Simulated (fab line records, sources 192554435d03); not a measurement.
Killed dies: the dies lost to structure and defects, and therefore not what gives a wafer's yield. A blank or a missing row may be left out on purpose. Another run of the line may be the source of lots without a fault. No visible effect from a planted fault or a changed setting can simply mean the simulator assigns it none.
Chamber matching	flow n5_finfet	N5_SD_EPI_N_ETCH_35 on rie_diel-01 has 4 sister chambers
The step etches SOC in N2/H2, overetch 108 nm, time 486 s. 4 wafers are shown with their chamber, then 12 later ones without.

WAFERS WITH THEIR CHAMBER
wafer	chamber	showerhead_plenum_p_Torr (Torr)
L081.6	2	2.42
L090.4	3	2.68
L090.5	1	2.43
L090.6	0	2.59

WAFERS WITH NO CHAMBER GIVEN
wafer	showerhead_plenum_p_Torr (Torr)
L093.1	2.73
L093.5	2.73
L093.6	2.68
L095.1	2.58
L095.3	2.43
L095.5	2.58
L096.2	2.42
L096.4	2.73
L096.6	2.42
L097.2	2.72
L097.3	2.42
L097.4	2.67

EACH ONE'S CHAMBER
wafer	from the rows above	in truth
L093.1	3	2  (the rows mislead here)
L093.5	3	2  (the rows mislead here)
L093.6	3	3
L095.1	0	0
L095.3	can't be placed: 1 or 2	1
L095.5	0	0
L096.2	can't be placed: 2 or 1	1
L096.4	3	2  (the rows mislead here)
L096.6	can't be placed: 2 or 1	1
L097.2	3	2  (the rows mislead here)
L097.3	can't be placed: 2 or 1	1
L097.4	3	3
4 of 12 placed correctly. Not placeable from these rows: 4 (in 4, the candidates include the true chamber). Placed wrongly: 4.
How it was worked out, from the rows above alone: a wafer's distance from a chamber is the root of the sum, over the readings, of the square of ((its reading less the chamber's mean) divided by the reading's scatter). The wafer belongs to the nearest chamber; if the next one is less than 2 further off, it can't be placed. Each chamber's mean is taken over the wafers shown for it. The scatter: root of mean squared gap, hidden wafer to nearest shown wafer, with one shown wafer a chamber.
